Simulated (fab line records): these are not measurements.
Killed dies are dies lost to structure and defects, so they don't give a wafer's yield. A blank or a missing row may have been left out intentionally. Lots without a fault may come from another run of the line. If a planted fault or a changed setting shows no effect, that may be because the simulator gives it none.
Which tool is to blame? | flow nandHarc | 72 wafers from 24 lots sampled at 3 of the route's 1302 steps

## WHAT EACH GAUGE READ, for each wafer
NHARC_A_CONTACT_OVL_MEAS_43. Usual: overlayXNm 0.0 nm, standard deviation 0.56; overlayYNm -0.2 nm, standard deviation 0.88.
lot  | measured     | on         | overlayXNm (nm) | overlayYNm (nm) | flag
L074 | day 21 04:40 | overlay-01 | 0.0 -0.3 0.0    | -0.1 -0.4 -0.4  | 
L076 | day 21 13:55 | overlay-01 | -0.8 -0.5 -0.7  | -0.6 -1.0 -1.0  | 
L075 | day 22 02:53 | overlay-02 | 0.5 1.1 -0.1    | -0.5 -0.5 -0.3  | 
L077 | day 22 09:50 | overlay-01 | -0.4 -0.7 -0.5  | -1.0 -0.7 -0.9  | 
L079 | day 23 02:27 | overlay-02 | -0.2 -0.7 -0.4  | 0.4 0.3 0.9     | 
L078 | day 22 18:10 | overlay-02 | -0.1 0.0 0.1    | -1.7 -1.2 -1.6  | 
L081 | day 24 10:45 | overlay-02 | -1.1 -1.5 -1.0  | 0.4 0.2 0.7     | 
L080 | day 24 19:31 | overlay-02 | -0.2 0.4 0.2    | 0.5 0.4 0.4     | 
L083 | day 25 03:52 | overlay-02 | -0.3 -0.4 0.1   | 0.8 1.5 0.7     | 
L082 | day 25 01:42 | overlay-02 | 1.4 0.9 1.0     | 0.9 0.7 0.7     | 
L085 | day 25 16:15 | overlay-02 | -0.1 0.4 0.2    | -0.3 -0.2 -0.2  | 
L084 | day 25 20:39 | overlay-01 | 0.2 0.0 0.0     | -1.6 -2.1 -1.8  | 
L086 | day 26 04:54 | overlay-01 | -0.4 -0.2 -1.0  | 1.2 1.1 1.0     | 
L088 | day 27 11:06 | overlay-02 | 0.1 0.1 0.3     | -0.8 -0.4 -0.6  | 
L090 | day 27 11:24 | overlay-01 | 0.3 0.1 -0.5    | 0.9 0.6 1.4     | 
L087 | day 27 14:13 | overlay-01 | 0.3 0.7 0.7     | -0.3 -1.0 -1.2  | 
L089 | day 28 00:03 | overlay-02 | -0.2 0.3 -0.5   | -0.4 -0.3 -1.1  | 
L092 | day 28 09:11 | overlay-02 | -0.4 -0.2 0.1   | -0.9 -1.1 -1.3  | 
L091 | day 28 10:01 | overlay-01 | 0.3 0.1 -0.2    | -0.4 -0.6 0.1   | 
L093 | day 29 02:52 | overlay-02 | 0.1 0.2 -0.2    | -0.6 -1.0 0.1   | 
L095 | day 29 18:09 | overlay-02 | 1.3 1.2 0.9     | -0.4 -0.7 -1.0  | 
L094 | day 29 18:46 | overlay-02 | -0.3 0.1 -0.2   | -0.5 0.2 -0.2   | 
L097 | day 30 13:07 | overlay-02 | -0.4 -0.6 -0.2  | -0.2 -0.7 -0.5  | 
L096 | day 30 12:57 | overlay-02 | -0.4 -0.5 -1.4  | 1.4 1.4 1.7     | 

## WHICH TOOL RAN EACH LOT (tool, then ch and the chambers of the sampled wafers, then the start)
lot  | NHARC_A_STAIRCASE_DEP_471       | NHARC_A_WL_FILL_CMP_12
L074 | pecvd-03 ch 0,2, day 18 22:10   | cmp-01 ch 0,1,3, day 20 22:28
L076 | pecvd-03 ch 0,1, day 19 11:49   | cmp-01 ch 1,2,3, day 21 07:46
L075 | pecvd-02 ch 0,1,2, day 19 11:58 | cmp-01 ch 0,1, day 21 20:24
L077 | pecvd-02 ch 0,1,2, day 20 05:41 | cmp-04 ch 0,1,3, day 22 03:45
L079 | pecvd-02 ch 0,2, day 20 16:18   | cmp-04 ch 0,1,3, day 22 20:19
L078 | pecvd-02 ch 1,2, day 20 17:33   | cmp-03 ch 0,3, day 22 11:59
L081 | pecvd-03 ch 1,2, day 22 04:10   | cmp-01 ch 2,3, day 24 02:54
L080 | pecvd-02 ch 0,1,2, day 22 14:59 | cmp-03 ch 0,2,3, day 24 13:22
L083 | pecvd-04 ch 0,1, day 22 22:56   | cmp-01 ch 2,3, day 24 21:35
L082 | pecvd-03 ch 0,1,2, day 22 23:16 | cmp-03 ch 0,1, day 24 18:26
L085 | pecvd-04 ch 0,2, day 23 12:04   | cmp-01 ch 0,1, day 25 09:11
L084 | pecvd-02 ch 0,1, day 23 12:18   | cmp-01 ch 0,2, day 25 14:17
L086 | pecvd-02 ch 0,1,2, day 24 00:24 | cmp-04 ch 0,1,2, day 25 21:07
L088 | pecvd-02 ch 0,1, day 24 22:59   | cmp-04 ch 0,2,3, day 27 05:00
L090 | pecvd-02 ch 0,1,2, day 25 08:06 | cmp-03 ch 2,3, day 27 04:59
L087 | pecvd-02 ch 0,1, day 25 09:04   | cmp-01 ch 0,2,3, day 27 05:11
L089 | pecvd-03 ch 0,2, day 25 16:55   | cmp-03 ch 1,2, day 27 17:49
L092 | pecvd-02 ch 0,1,2, day 26 04:16 | cmp-03 ch 2,3, day 28 02:08
L091 | pecvd-02 ch 1,2, day 26 04:40   | cmp-01 ch 0,2,3, day 28 02:13
L093 | pecvd-03 ch 0,1,2, day 26 20:59 | cmp-01 ch 1,2,3, day 28 16:44
L095 | pecvd-02 ch 0,1, day 27 10:38   | cmp-03 ch 0,2, day 29 09:08
L094 | pecvd-03 ch 0,1,2, day 27 11:45 | cmp-04 ch 1,2,3, day 29 09:12
L097 | pecvd-02 ch 1,2, day 28 07:10   | cmp-03 ch 0,2,3, day 30 04:26
L096 | pecvd-03 ch 0,1,2, day 28 07:13 | cmp-03 ch 0,1,2, day 30 04:18
- NHARC_A_STAIRCASE_DEP_471: deposits SiO2, target thk 100 nm.
- NHARC_A_WL_FILL_CMP_12: polishes, t overpolish 30 s, target thk 100 nm.

## WHAT THE TOOLS THEMSELVES READ (means of the sampled wafers that have a number; where no wafer has one, the mark that the record gives instead)
NHARC_A_STAIRCASE_DEP_471. Usual: heaterPowerW 518 W, standard deviation 78; susceptorTempC 400.04 C, standard deviation 0.2; throttleValvePct 15.8 %, standard deviation 0.52.
lot  | tool     | heaterPowerW (W) | susceptorTempC (C) | throttleValvePct (%) | flag
L074 | pecvd-03 | 464              | 399.99             | 16.1                 | 
L076 | pecvd-03 | 505              | 400.05             | 16.4                 | 
L075 | pecvd-02 | 520              | 400.21             | 15.7                 | 
L077 | pecvd-02 | 538              | 399.76             | 15.5                 | 
L079 | pecvd-02 | 504              | 400.28             | 15.4                 | 
L078 | pecvd-02 | 614              | 400.03             | 15.6                 | 
L081 | pecvd-03 | 541              | 400.11             | 16.3                 | 
L080 | pecvd-02 | 487              | 399.88             | 15.7                 | 
L083 | pecvd-04 | 505              | 399.96             | 15.9                 | 
L082 | pecvd-03 | 547              | 400.04             | 16.5                 | 
L085 | pecvd-04 | 502              | 399.83             | 16.1                 | 
L084 | pecvd-02 | 480              | 399.91             | 15.9                 | 
L086 | pecvd-02 | 545              | 400.27             | 15.8                 | 
L088 | pecvd-02 | 463              | 399.98             | 16.3                 | 
L090 | pecvd-02 | 482              | 400.05             | 15.9                 | 
L087 | pecvd-02 | 493              | 400.13             | 16.1                 | 
L089 | pecvd-03 | 535              | 399.78             | 15.9                 | 
L092 | pecvd-02 | 533              | 400.04             | 15.6                 | 
L091 | pecvd-02 | 579              | 400.13             | 15.3                 | 
L093 | pecvd-03 | 516              | 400.11             | 15.9                 | 
L095 | pecvd-02 | 458              | 400.06             | 15.8                 | 
L094 | pecvd-03 | 513              | 400.03             | 15.9                 | 
L097 | pecvd-02 | 540              | 400.22             | 15.6                 | 
L096 | pecvd-03 | 556              | 400.06             | 16.1                 | 

NHARC_A_WL_FILL_CMP_12. Usual: motorCurrentA 12.7 A, standard deviation 1.1; overpolishRunS 30.000 s, standard deviation 0.0084; timeToEndpointS 20.2 s, standard deviation 2.9.
lot  | tool   | motorCurrentA (A) | overpolishRunS (s) | timeToEndpointS (s) | flag
L074 | cmp-01 | 13.4              | 30.003             | 23.7                | 
L076 | cmp-01 | 13.0              | 30.004             | 20.5                | 
L075 | cmp-01 | 14.5              | 30.000             | 16.5                | 
L077 | cmp-04 | 12.0              | 29.996             | 21.2                | 
L079 | cmp-04 | 12.0              | 30.002             | 18.9                | 
L078 | cmp-03 | 12.1              | 30.006             | 16.4                | 
L081 | cmp-01 | 13.2              | 30.004             | 22.8                | 
L080 | cmp-03 | 11.9              | 30.005             | 19.7                | 
L083 | cmp-01 | 12.9              | 29.997             | 21.7                | 
L082 | cmp-03 | 12.7              | 29.994             | 20.5                | 
L085 | cmp-01 | 14.7              | 30.004             | 21.8                | 
L084 | cmp-01 | 14.9              | 30.005             | 19.3                | 
L086 | cmp-04 | 12.2              | 30.000             | 17.9                | 
L088 | cmp-04 | 11.8              | 29.996             | 18.8                | 
L090 | cmp-03 | 11.9              | 29.998             | 17.6                | 
L087 | cmp-01 | 13.5              | 30.008             | 21.9                | 
L089 | cmp-03 | 12.7              | 30.005             | 18.1                | 
L092 | cmp-03 | 12.5              | 29.999             | 18.6                | 
L091 | cmp-01 | 13.8              | 30.007             | 22.0                | 
L093 | cmp-01 | 12.9              | 30.005             | 27.0                | 
L095 | cmp-03 | 12.3              | 29.996             | 23.5                | 
L094 | cmp-04 | 12.1              | 30.003             | 19.2                | 
L097 | cmp-03 | 12.0              | 29.993             | 19.6                | 
L096 | cmp-03 | 12.4              | 30.000             | 17.9                | 

## THE ANSWER, worked out from the rows above alone
Rule: a lot counts as off when the mean over its wafers that have a number is more than 3 standard deviations away from the usual mean. Also off: a lot with no number at a reading for which 4 or more lots have one. Any other lot the step has rows for is counted as sound. After the gauges, taken in route order, come the tools' own readings; for these a lot's mean is taken, as printed above. The first step at which some lot is off is used, and at that step the reading that is off furthest; a lot without a number counts as furthest.
None of the lots is off at any reading shown; this tells nothing.

## WHAT THE SIMULATOR HAD PUT IN
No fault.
